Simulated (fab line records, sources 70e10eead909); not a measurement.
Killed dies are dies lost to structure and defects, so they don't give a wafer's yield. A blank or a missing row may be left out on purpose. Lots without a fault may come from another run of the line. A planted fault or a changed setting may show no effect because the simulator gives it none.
Tool commonality check | flow nand_harc | 2 lots, 6 wafers sampled

WHY IT WAS OPENED
At NHARC_END_SORT_01 the reading killed_at_array is flagged on 2 of 2 lots. Wafers without a fault read 58, standard deviation 20.
Rule: a lot is flagged when every wafer of it that has a number lies more than 4 standard deviations from that mean, or none has a number. The other lots count as sound.

lot  | measured     | on        | killed_at_array, wafer by wafer | flag
L973 | day 29 02:30 | prober-01 | 600 596 597                     | FLAGGED
L974 | day 29 16:34 | prober-01 | 579 574 591                     | FLAGGED
The numbers of the flagged lots are 590 on average: +532 against the usual, or +27 standard deviations.

WHICH TOOL RAN EACH LOT
The record holds 3 process steps before the reading, out of a route of 1302 steps. In each cell: the tool, then ch and the chambers that the sampled wafers went through, then the start.
lot  | flag    | NHARC_A_M1_ECD_22              | NHARC_HYBRID_BOND_ACTIVATE_00      | NHARC_THIN_TSV_ANNEAL_52
L973 | FLAGGED | ecd_cu-01 ch 0,1, day 27 16:06 | rie_diel-01 ch 0,2,3, day 27 22:04 | rtp_anneal-02 ch 0, day 28 14:49
L974 | FLAGGED | ecd_cu-01 ch 0,1, day 28 00:05 | rie_diel-06 ch 1,2,3, day 28 06:05 | rtp_anneal-01 ch 0, day 29 04:02
What these steps do:
- NHARC_A_M1_ECD_22: material Cu, target thk 400 nm.
- NHARC_HYBRID_BOND_ACTIVATE_00: chemistry N2, time 60 s.
- NHARC_THIN_TSV_ANNEAL_52: time 90 s.
- NHARC_END_SORT_01

FLAGGED OVER TOTAL, TOOL BY TOOL (the gauges that took the reading come last)
step                          | tool          | lots run | flagged | share of the flagged lots | sound lots run after its first flagged lot
NHARC_A_M1_ECD_22             | ecd_cu-01     | 2        | 2       | all                       | 0
NHARC_HYBRID_BOND_ACTIVATE_00 | rie_diel-01   | 1        | 1       | some                      | 0
NHARC_HYBRID_BOND_ACTIVATE_00 | rie_diel-06   | 1        | 1       | some                      | 0
NHARC_THIN_TSV_ANNEAL_52      | rtp_anneal-01 | 1        | 1       | some                      | 0
NHARC_THIN_TSV_ANNEAL_52      | rtp_anneal-02 | 1        | 1       | some                      | 0
NHARC_END_SORT_01             | prober-01     | 2        | 2       | all                       | 0

WHAT THE TABLE ALLOWS
2 rows of the table ran every flagged lot: ecd_cu-01 at NHARC_A_M1_ECD_22, prober-01 at NHARC_END_SORT_01.
- ecd_cu-01 at NHARC_A_M1_ECD_22: 2 of its 2 lots flagged. It ran no sound lot before its first flagged lot in this sample, so the start can't be narrowed down.
- prober-01 at NHARC_END_SORT_01: 2 of its 2 lots flagged. It ran no sound lot before its first flagged lot in this sample, so the start can't be narrowed down.
Counting lots can't tell these 2 tools apart, because each fits a fault that began at some hour. More lots, or a look at what each step does to the wafer, might.

WHAT THE SIMULATOR HAD PUT IN
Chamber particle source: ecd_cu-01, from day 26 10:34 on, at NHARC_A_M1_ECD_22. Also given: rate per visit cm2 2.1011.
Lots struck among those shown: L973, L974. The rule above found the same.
